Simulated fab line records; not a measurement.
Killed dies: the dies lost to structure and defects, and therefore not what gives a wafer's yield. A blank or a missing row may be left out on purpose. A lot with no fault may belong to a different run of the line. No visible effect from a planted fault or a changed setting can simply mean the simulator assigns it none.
What tool caused it? | flow nand harc | 6 lots with 18 wafers sampled at 3 steps, on a route of 1159 steps

WHAT EACH GAUGE READ, for each wafer
NHARC_THIN_TSV_CD_MEAS_12: target cd 1000 nm.
lot  | measured     | on        | cd nm (nm)
L996 | day 19 13:05 | cd sem-02 | 996.2 1000.8 999.8
L998 | day 20 04:55 | cd sem-02 | 1001.0 1000.4 1002.4
L109 | day 21 14:10 | cd sem-01 | 999.0 1000.5 999.0
L114 | day 23 11:12 | cd sem-02 | 998.0 997.8 998.3
L113 | day 23 13:29 | cd sem-02 | 1000.2 996.9 1000.8
L118 | day 24 13:27 | cd sem-03 | 1000.5 999.1 1000.9

TOOL THAT RAN EACH LOT (tool first, then ch and the chambers of the sampled wafers, then the start)
lot  | NHARC_A_CONTACT_DEP_84        | NHARC_THIN_TSV_CMP_01
L996 | acl dep-03 ch 0, day 16 21:20 | cmp-03 ch 0,1, day 19 11:33
L998 | acl dep-03 ch 0, day 18 11:56 | cmp-02 ch 0,2,3, day 20 03:41
L109 | acl dep-01 ch 0, day 19 22:12 | cmp-03 ch 1,2,3, day 21 12:52
L114 | acl dep-03 ch 0, day 21 17:59 | cmp-02 ch 0,1, day 23 09:53
L113 | acl dep-01 ch 0, day 21 21:44 | cmp-01 ch 0,1,2, day 23 12:17
L118 | acl dep-03 ch 0, day 23 01:40 | cmp-01 ch 1,2,3, day 24 12:17
- NHARC_A_CONTACT_DEP_84: deposits aC, target thk 2000 nm.
- NHARC_THIN_TSV_CMP_01: polishes.

THE ANSWER, worked out from the rows above alone
Rule: usual is defined by the lots themselves. Put in order of their means at a reading, lots are off if they are a third of the lots or fewer, leave a main group of 4 or more, and stand apart from it by a gap of 3 or more times the standard deviation of the main group's means; of several such gaps the widest counts. A main group is skipped when, at the precision printed for the reading in the tables above, its means are all equal. A lot without any number at a reading at which 4 lots or more have one is off too. Any other lot the step has rows for is counted as sound.
None of the lots is off at any reading shown; this tells nothing.

WHAT WAS PUT IN BY THE SIMULATOR
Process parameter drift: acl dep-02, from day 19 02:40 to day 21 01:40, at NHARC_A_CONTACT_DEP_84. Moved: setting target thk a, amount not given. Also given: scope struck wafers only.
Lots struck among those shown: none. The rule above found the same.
